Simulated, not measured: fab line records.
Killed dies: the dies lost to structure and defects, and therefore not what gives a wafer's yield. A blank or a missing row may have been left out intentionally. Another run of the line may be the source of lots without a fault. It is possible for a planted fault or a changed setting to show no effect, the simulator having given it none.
Matching of chambers -- flow n5 finfet -- rie diel-01 running N5_MOL_CONTACT_COAG_ETCH_91: 4 sister chambers
The step etches SOC in N2/H2, target depth 60 nm, overetch 21 nm, time 101.2 s. 4 wafers are shown with their chamber, then 6 later ones without.

== WAFERS, EACH WITH ITS CHAMBER ==
wafer,chamber,drypump motor current A (A)
L843.3,3,5.2
L844.6,0,5.1
L845.2,2,5.7
L845.3,1,5.6

== WAFERS WITH NO CHAMBER GIVEN ==
wafer,drypump motor current A (A)
L845.6,5.6
L857.1,5.2
L857.2,5.6
L857.6,5.8
L858.3,5.1
L858.4,5.8

== WHICH CHAMBER EACH ONE RAN IN ==
wafer,from the rows above,in truth
L845.6,can't be placed: 1 or 2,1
L857.1,can't be placed: 3 or 0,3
L857.2,can't be placed: 1 or 2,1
L857.6,can't be placed: 2 or 1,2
L858.3,can't be placed: 0 or 3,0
L858.4,can't be placed: 2 or 1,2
Correct placement for 0 of the 6. Unplaceable from these rows: 6, with the true chamber sitting among the candidates in 6. Placed wrongly: 0.
How it was worked out, from the rows above alone: a wafer's distance from a chamber is the root of the sum, over the readings, of the square of ((its reading less the chamber's mean) divided by the reading's scatter). The wafer belongs to the nearest chamber; if the next one is less than 2 further off, it can't be placed. The mean given for a chamber averages the wafers shown for that chamber. The scatter (one wafer shown for each chamber): square how far every hidden wafer sits from the nearest shown wafer, average those squares and take the square root.
